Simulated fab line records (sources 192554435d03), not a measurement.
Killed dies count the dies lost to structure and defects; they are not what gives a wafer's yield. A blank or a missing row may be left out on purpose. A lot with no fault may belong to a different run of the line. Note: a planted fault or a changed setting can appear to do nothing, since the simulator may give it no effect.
Matching of chambers / flow n5 finfet / N5_PASSIVATION_STRIP_34 on rie diel-05 has 4 sister chambers
The step strips in O2. 4 wafers are shown with their chamber, then 7 later ones without.

WAFERS, EACH WITH ITS CHAMBER
wafer=L366.2; chamber=2; showerhead plenum p Torr (Torr)=2.13
wafer=L372.1; chamber=3; showerhead plenum p Torr (Torr)=2.05
wafer=L372.5; chamber=1; showerhead plenum p Torr (Torr)=2.17
wafer=L382.5; chamber=0; showerhead plenum p Torr (Torr)=2.21

WAFERS WITH NO CHAMBER GIVEN
wafer=L382.6; showerhead plenum p Torr (Torr)=2.11
wafer=L385.1; showerhead plenum p Torr (Torr)=2.11
wafer=L385.3; showerhead plenum p Torr (Torr)=2.15
wafer=L385.6; showerhead plenum p Torr (Torr)=2.15
wafer=L386.3; showerhead plenum p Torr (Torr)=2.20
wafer=L386.4; showerhead plenum p Torr (Torr)=2.15
wafer=L386.6; showerhead plenum p Torr (Torr)=2.11

THE CHAMBER EACH PASSED THROUGH
wafer=L382.6; from the rows above=2; in truth=2
wafer=L385.1; from the rows above=2; in truth=2
wafer=L385.3; from the rows above=can't be placed: 1 or 2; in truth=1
wafer=L385.6; from the rows above=can't be placed: 1 or 2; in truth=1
wafer=L386.3; from the rows above=can't be placed: 0 or 1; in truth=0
wafer=L386.4; from the rows above=can't be placed: 1 or 2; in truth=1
wafer=L386.6; from the rows above=2; in truth=2
Placed correctly: 3 of 7. These rows do not allow placing 4 (true chamber among the candidates in 4). Wrongly placed: 0.
How it was worked out, from the rows above alone: a wafer's distance from a chamber is the root of the sum, over the readings, of the square of ((its reading less the chamber's mean) divided by the reading's scatter). The wafer belongs to the nearest chamber; if the next one is less than 2 further off, it can't be placed. Each chamber's mean is taken over the wafers shown for it. The scatter: with one shown wafer a chamber, the root of the mean of the squares of how far each hidden wafer lies from its nearest shown one.
